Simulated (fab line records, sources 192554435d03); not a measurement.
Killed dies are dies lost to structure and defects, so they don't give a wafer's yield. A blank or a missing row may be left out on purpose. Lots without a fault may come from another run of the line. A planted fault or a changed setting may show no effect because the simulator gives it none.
Which tool did it? | flow n5_finfet | 24 lots, 72 wafers sampled, at 4 steps of a route of 1938

WHAT THE GAUGES READ, wafer by wafer
N5_BEOL_M1_OCD_MEAS_38. Usual: trench_depth_nm 55.1 nm, standard deviation 0.81.
lot  | measured     | on     | trench_depth_nm (nm) | flag
L074 | day 6 08:25  | ocd-01 | 55.1 55.2 55.1       |
L075 | day 6 13:10  | ocd-02 | 55.9 55.2 55.9       |
L076 | day 6 21:38  | ocd-01 | 56.1 54.9 56.6       |
L077 | day 6 22:58  | ocd-02 | 56.2 55.9 54.7       |
L078 | day 7 07:34  | ocd-01 | 54.3 56.0 54.1       |
L079 | day 7 15:57  | ocd-02 | 53.8 55.5 54.0       |
L080 | day 7 18:51  | ocd-02 | 55.4 54.1 54.2       |
L081 | day 7 23:47  | ocd-01 | 55.4 54.7 54.9       |
L084 | day 8 14:26  | ocd-01 | 55.6 54.9 55.9       |
L082 | day 8 17:22  | ocd-01 | 56.6 56.1 56.8       |
L083 | day 8 21:07  | ocd-01 | 53.9 55.1 53.9       |
L085 | day 9 02:42  | ocd-01 | 53.8 54.9 53.7       |
L086 | day 9 09:46  | ocd-01 | 54.9 54.4 54.8       |
L087 | day 9 15:04  | ocd-01 | 54.5 54.2 54.4       |
L088 | day 9 19:44  | ocd-01 | 54.4 55.9 56.0       |
L089 | day 9 23:07  | ocd-02 | 53.9 54.4 54.2       |
L090 | day 10 10:16 | ocd-01 | 55.5 55.1 54.7       |
L091 | day 10 14:51 | ocd-01 | 56.1 54.2 55.3       |
L092 | day 10 22:03 | ocd-02 | 55.0 55.8 56.2       |
L093 | day 11 01:03 | ocd-02 | 54.7 55.9 57.0       |
L094 | day 11 05:43 | ocd-02 | 55.5 55.5 54.0       |
L095 | day 11 12:53 | ocd-02 | 55.3 56.6 54.5       |
L096 | day 11 16:05 | ocd-01 | 55.5 56.1 56.7       |
L097 | day 12 10:08 | ocd-01 | 55.7 53.9 54.8       |

N5_BEOL_M2_INSPECT_13: inspects for defects (brightfield). Usual: raw_defect_count 426, standard deviation 98.
lot  | measured     | on                | raw_defect_count | flag
L074 | day 6 15:03  | defect_inspect-02 | 390 388 305      |
L075 | day 6 18:40  | defect_inspect-02 | 467 563 386      |
L076 | day 7 03:09  | defect_inspect-02 | 569 387 464      |
L077 | day 7 06:14  | defect_inspect-01 | 395 415 389      |
L078 | day 7 16:22  | defect_inspect-02 | 254 407 333      |
L079 | day 7 23:53  | defect_inspect-02 | 341 317 412      |
L080 | day 8 00:31  | defect_inspect-02 | 418 391 302      |
L081 | day 8 05:47  | defect_inspect-01 | 437 444 683      |
L084 | day 8 21:12  | defect_inspect-01 | 509 374 566      |
L082 | day 8 22:49  | defect_inspect-02 | 301 385 415      |
L083 | day 9 01:46  | defect_inspect-01 | 379 385 541      |
L085 | day 9 07:50  | defect_inspect-02 | 472 400 335      |
L086 | day 9 16:42  | defect_inspect-01 | 260 301 270      |
L087 | day 9 20:23  | defect_inspect-01 | 510 525 456      |
L088 | day 10 02:29 | defect_inspect-02 | 439 368 299      |
L089 | day 10 07:02 | defect_inspect-01 | 421 533 516      |
L090 | day 10 16:31 | defect_inspect-01 | 381 366 338      |
L091 | day 10 22:27 | defect_inspect-02 | 571 632 540      |
L092 | day 11 03:06 | defect_inspect-01 | 376 355 300      |
L093 | day 11 06:47 | defect_inspect-02 | 413 446 387      |
L094 | day 11 12:17 | defect_inspect-01 | 406 417 427      |
L095 | day 11 17:44 | defect_inspect-02 | 682 531 479      |
L096 | day 11 20:55 | defect_inspect-02 | 554 538 597      |
L097 | day 12 15:46 | defect_inspect-02 | 536 422 428      |

WHICH TOOL RAN EACH LOT (tool, then ch and the chambers of the sampled wafers, then the start)
lot  | N5_BEOL_M1_ANNEAL_49         | N5_BEOL_M1_ANNEAL_51
L074 | pvd_sputter-02, day 6 10:41  | rtp_anneal-02 ch 0, day 6 12:36
L075 | pvd_sputter-02, day 6 14:43  | rtp_anneal-02 ch 0, day 6 16:36
L076 | pvd_sputter-03, day 6 23:05  | rtp_anneal-02 ch 0, day 7 01:01
L077 | pvd_sputter-03, day 7 01:33  | rtp_anneal-02 ch 0, day 7 03:32
L078 | pvd_sputter-03, day 7 10:55  | rtp_anneal-01 ch 0, day 7 12:47
L079 | pvd_sputter-01, day 7 17:26  | rtp_anneal-02 ch 0, day 7 19:19
L080 | pvd_sputter-01, day 7 20:06  | rtp_anneal-02 ch 0, day 7 22:01
L081 | pvd_sputter-01, day 8 01:12  | rtp_anneal-02 ch 0, day 8 03:05
L084 | pvd_sputter-03, day 8 15:56  | rtp_anneal-02 ch 0, day 8 17:49
L082 | pvd_sputter-02, day 8 18:44  | rtp_anneal-02 ch 0, day 8 20:37
L083 | pvd_sputter-03, day 8 22:19  | rtp_anneal-02 ch 0, day 9 00:14
L085 | pvd_sputter-01, day 9 04:11  | rtp_anneal-01 ch 0, day 9 06:07
L086 | pvd_sputter-01, day 9 13:07  | rtp_anneal-02 ch 0, day 9 15:05
L087 | pvd_sputter-01, day 9 16:06  | rtp_anneal-01 ch 0, day 9 18:04
L088 | pvd_sputter-01, day 9 20:59  | rtp_anneal-01 ch 0, day 9 22:54
L089 | pvd_sputter-01, day 10 00:55 | rtp_anneal-01 ch 0, day 10 02:48
L090 | pvd_sputter-02, day 10 11:29 | rtp_anneal-01 ch 0, day 10 13:30
L091 | pvd_sputter-03, day 10 16:48 | rtp_anneal-01 ch 0, day 10 18:48
L092 | pvd_sputter-01, day 10 23:23 | rtp_anneal-01 ch 0, day 11 01:24
L093 | pvd_sputter-01, day 11 02:35 | rtp_anneal-01 ch 0, day 11 04:28
L094 | pvd_sputter-01, day 11 07:13 | rtp_anneal-01 ch 0, day 11 09:07
L095 | pvd_sputter-01, day 11 14:10 | rtp_anneal-01 ch 0, day 11 16:02
L096 | pvd_sputter-03, day 11 17:17 | rtp_anneal-02 ch 0, day 11 19:10
L097 | pvd_sputter-02, day 12 11:27 | rtp_anneal-02 ch 0, day 12 13:19
- N5_BEOL_M1_ANNEAL_49: time 240 s.
- N5_BEOL_M1_ANNEAL_51: time 90 s.

WHAT THE TOOLS THEMSELVES READ (means of the sampled wafers that have a number; where no wafer has one, the mark that the record gives instead)
N5_BEOL_M1_ANNEAL_49. Usual: heater_power_w 752 W, standard deviation 95.
lot  | tool           | heater_power_w (W) | flag
L074 | pvd_sputter-02 | 784                |
L075 | pvd_sputter-02 | 807                |
L076 | pvd_sputter-03 | 780                |
L077 | pvd_sputter-03 | 713                |
L078 | pvd_sputter-03 | 713                |
L079 | pvd_sputter-01 | 775                |
L080 | pvd_sputter-01 | 839                |
L081 | pvd_sputter-01 | 681                |
L084 | pvd_sputter-03 | 748                |
L082 | pvd_sputter-02 | 818                |
L083 | pvd_sputter-03 | 717                |
L085 | pvd_sputter-01 | 690                |
L086 | pvd_sputter-01 | 682                |
L087 | pvd_sputter-01 | 819                |
L088 | pvd_sputter-01 | 733                |
L089 | pvd_sputter-01 | 690                |
L090 | pvd_sputter-02 | 790                |
L091 | pvd_sputter-03 | 699                |
L092 | pvd_sputter-01 | 644                |
L093 | pvd_sputter-01 | 686                |
L094 | pvd_sputter-01 | 675                |
L095 | pvd_sputter-01 | 738                |
L096 | pvd_sputter-03 | 739                |
L097 | pvd_sputter-02 | 769                |

N5_BEOL_M1_ANNEAL_51. Usual: wafer_temp_C_max 225.62, standard deviation 0.26.
lot  | tool          | wafer_temp_C_max | flag
L074 | rtp_anneal-02 | 225.64           |
L075 | rtp_anneal-02 | 225.52           |
L076 | rtp_anneal-02 | 225.57           |
L077 | rtp_anneal-02 | 225.88           |
L078 | rtp_anneal-01 | 225.55           |
L079 | rtp_anneal-02 | 225.92           |
L080 | rtp_anneal-02 | 225.72           |
L081 | rtp_anneal-02 | 225.79           |
L084 | rtp_anneal-02 | 225.98           |
L082 | rtp_anneal-02 | 225.80           |
L083 | rtp_anneal-02 | 225.94           |
L085 | rtp_anneal-01 | 225.28           |
L086 | rtp_anneal-02 | 226.13           |
L087 | rtp_anneal-01 | 225.47           |
L088 | rtp_anneal-01 | 225.48           |
L089 | rtp_anneal-01 | 225.36           |
L090 | rtp_anneal-01 | 225.55           |
L091 | rtp_anneal-01 | 225.30           |
L092 | rtp_anneal-01 | 225.35           |
L093 | rtp_anneal-01 | 225.54           |
L094 | rtp_anneal-01 | 225.35           |
L095 | rtp_anneal-01 | 225.55           |
L096 | rtp_anneal-02 | 225.55           |
L097 | rtp_anneal-02 | 225.54           |

THE ANSWER, worked out from the rows above alone
Rule: a lot is off if the mean of its wafers that have a number lies more than 3 standard deviations from the usual mean. A lot without any number at a reading at which 4 lots or more have one is off too. The other lots that the step has rows for count as sound. The gauges are gone through in route order, then the tools' own readings, and for those a lot's mean is taken as printed above. The first step at which some lot is off is used, and at that step the reading that is off furthest; a lot without a number counts as furthest.
No lot is off at any reading shown: from this, nothing can be told.

WHAT THE SIMULATOR HAD PUT IN
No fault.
